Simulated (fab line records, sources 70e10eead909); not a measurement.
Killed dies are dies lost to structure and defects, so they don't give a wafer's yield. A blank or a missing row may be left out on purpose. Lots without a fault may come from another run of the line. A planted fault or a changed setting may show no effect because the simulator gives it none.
Chamber matching | flow nand_harc | NHARC_A_STAIRCASE_TRIM_20 on rie_diel-01: 4 sister chambers
The step chemistry O2, time 211.2 s. 24 wafers are shown with their chamber, then 12 later ones without.

WAFERS WITH THEIR CHAMBER
wafer  | chamber | showerhead_plenum_p_Torr (Torr) | drypump_motor_current_A (A) | throttle_valve_pct (%)
L074.1 | 1       | 3.46                            | 5.4                         | 17.021
L074.2 | 0       | 3.41                            | 5.6                         | 17.042
L074.3 | 3       | 3.78                            | 5.9                         | 17.036
L078.1 | 0       | 3.41                            | 5.7                         | 17.039
L078.4 | 1       | 3.45                            | 5.4                         | 17.040
L078.5 | 1       | 3.45                            | 5.4                         | 17.020
L079.4 | 3       | 3.77                            | 6.0                         | 17.034
L079.5 | 1       | 3.45                            | 5.4                         | 17.047
L079.6 | 0       | 3.40                            | 5.7                         | 17.036
L080.1 | 1       | 3.45                            | 5.4                         | 17.047
L080.2 | 3       | 3.77                            | 6.0                         | 17.050
L080.4 | 3       | 3.77                            | 5.9                         | 17.042
L080.3 | 2       | 3.80                            | 6.1                         | 17.039
L080.5 | 1       | 3.45                            | 5.4                         | 17.043
L080.6 | 2       | 3.80                            | 6.1                         | 17.036
L081.2 | 1       | 3.44                            | 5.4                         | 17.033
L081.3 | 3       | 3.77                            | 5.9                         | 17.029
L081.6 | 2       | 3.80                            | 6.1                         | 17.037
L083.2 | 1       | 3.44                            | 5.4                         | 17.028
L083.4 | 3       | 3.76                            | 6.0                         | 17.033
L083.5 | 1       | 3.44                            | 5.4                         | 17.034
L087.2 | 1       | 3.43                            | 5.4                         | 17.018
L087.3 | 3       | 3.76                            | 5.9                         | 17.040
L087.4 | 0       | 3.39                            | 5.7                         | 17.052

SIGNATURES (means of the wafers above)
reading                  | chamber 0 | chamber 1 | chamber 2 | chamber 3 | scatter within a chamber
showerhead_plenum_p_Torr | 3.4025    | 3.4460    | 3.8000    | 3.7686    | 0.00775
drypump_motor_current_A  | 5.675     | 5.400     | 6.100     | 5.943     | 0.0351
throttle_valve_pct       | 17.04225  | 17.03310  | 17.03733  | 17.03771  | 0.00879
Rule: a wafer's distance from a chamber is the root of the sum, over the readings, of the square of ((its reading less the chamber's mean) divided by the reading's scatter). The wafer belongs to the nearest chamber; if the next one is less than 2 further off, it can't be placed. The scatter: the root of (the sum of the squares of (reading less its chamber's mean) over the shown wafers, divided by (wafers less chambers)).

WAFERS WITHOUT THEIR CHAMBER
wafer  | showerhead_plenum_p_Torr (Torr) | drypump_motor_current_A (A) | throttle_valve_pct (%)
L090.2 | 3.75                            | 5.9                         | 17.030
L090.3 | 3.78                            | 6.1                         | 17.036
L090.6 | 3.75                            | 5.9                         | 17.030
L091.1 | 3.75                            | 5.9                         | 17.035
L091.3 | 3.78                            | 6.1                         | 17.038
L091.4 | 3.42                            | 5.4                         | 17.015
L092.1 | 3.42                            | 5.4                         | 17.047
L092.5 | 3.42                            | 5.4                         | 17.050
L092.6 | 3.38                            | 5.7                         | 17.043
L095.1 | 3.37                            | 5.7                         | 17.033
L095.4 | 3.74                            | 5.9                         | 17.023
L095.5 | 3.42                            | 5.4                         | 17.048

WHICH CHAMBER EACH WENT THROUGH
wafer  | from the rows above | in truth
L090.2 | 3                   | 3
L090.3 | 2                   | 2
L090.6 | 3                   | 3
L091.1 | 3                   | 3
L091.3 | 2                   | 2
L091.4 | 1                   | 1
L092.1 | 1                   | 1
L092.5 | 1                   | 1
L092.6 | 0                   | 0
L095.1 | 0                   | 0
L095.4 | 3                   | 3
L095.5 | 1                   | 1
Placed correctly: 12 of 12. Can't be placed from these rows: 0. Placed wrongly: 0.
